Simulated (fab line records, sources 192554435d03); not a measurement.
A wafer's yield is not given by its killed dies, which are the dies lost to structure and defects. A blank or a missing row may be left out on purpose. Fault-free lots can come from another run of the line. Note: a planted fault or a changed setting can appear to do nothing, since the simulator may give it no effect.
Which tool did it? :: flow n5Finfet :: 11 lots with 33 wafers sampled at 2 steps, on a route of 1938 steps

WHAT THE GAUGES READ, wafer by wafer
N5_BEOL_M15_THK_MEAS_01.
lot: L077
measured: day 12 20:22
on: filmMetro-01
M15_ILD_THK (nm): 1603 1605 1636

lot: L079
measured: day 13 10:35
on: filmMetro-02
M15_ILD_THK (nm): 1611 1661 1659

lot: L080
measured: day 13 17:30
on: filmMetro-02
M15_ILD_THK (nm): 1617 1589 1619

lot: L082
measured: day 14 01:16
on: filmMetro-02
M15_ILD_THK (nm): 1609 1637 1627

lot: L084
measured: day 14 11:09
on: filmMetro-01
M15_ILD_THK (nm): 1599 1614 1620

lot: L087
measured: day 15 05:56
on: filmMetro-01
M15_ILD_THK (nm): 1602 1635 1611

lot: L086
measured: day 15 09:39
on: filmMetro-02
M15_ILD_THK (nm): 1607 1597 1638

lot: L091
measured: day 15 21:22
on: filmMetro-02
M15_ILD_THK (nm): 1618 1646 1635

lot: L092
measured: day 16 14:00
on: filmMetro-02
M15_ILD_THK (nm): 1650 1638 1650

lot: L094
measured: day 16 21:32
on: filmMetro-01
M15_ILD_THK (nm): 1626 1622 1611

lot: L096
measured: day 18 10:05
on: filmMetro-01
M15_ILD_THK (nm): 1583 1576 1587

WHAT TOOL EACH LOT RAN ON (gives the tool, then ch and the chambers of the sampled wafers, and finally the start)
lot: L077
N5_BEOL_M14_TRENCH_ETCH_34: rieDiel-05 ch 1,2, day 12 14:59

lot: L079
N5_BEOL_M14_TRENCH_ETCH_34: rieDiel-05 ch 2,3, day 13 00:21

lot: L080
N5_BEOL_M14_TRENCH_ETCH_34: rieDiel-03 ch 2,3, day 13 13:22

lot: L082
N5_BEOL_M14_TRENCH_ETCH_34: rieDiel-03 ch 0,3, day 13 22:26

lot: L084
N5_BEOL_M14_TRENCH_ETCH_34: rieDiel-01 ch 1,2,3, day 14 08:09

lot: L087
N5_BEOL_M14_TRENCH_ETCH_34: rieDiel-01 ch 0,1,3, day 15 03:25

lot: L086
N5_BEOL_M14_TRENCH_ETCH_34: rieDiel-05 ch 0,1, day 15 05:02

lot: L091
N5_BEOL_M14_TRENCH_ETCH_34: rieDiel-05 ch 1,2,3, day 15 15:37

lot: L092
N5_BEOL_M14_TRENCH_ETCH_34: rieDiel-03 ch 1,2,3, day 16 09:41

lot: L094
N5_BEOL_M14_TRENCH_ETCH_34: rieDiel-03 ch 2,3, day 16 17:25

lot: L096
N5_BEOL_M14_TRENCH_ETCH_34: rieDiel-05 ch 0,1,2, day 18 04:31
- N5_BEOL_M14_TRENCH_ETCH_34: etches SiO2 in C4F8/O2/Ar, target depth 556.65 nm, time 126.9 s.

THE ANSWER, worked out from the rows above alone
Rule: the lots themselves supply what counts as usual. Put in order of their means at a reading, lots are off if they are a third of the lots or fewer, leave a main group of 4 or more, and stand apart from it by a gap of 3 or more times the standard deviation of the main group's means; of several such gaps the widest counts. A main group whose means are all the same, to the digits that the tables above print for the reading, isn't used. Also off: a lot with no number at a reading for which 4 or more lots have one. Any other lot the step has rows for is counted as sound.
No lot is off at any reading shown: from this, nothing can be told.

WHAT THE SIMULATOR HAD INSERTED
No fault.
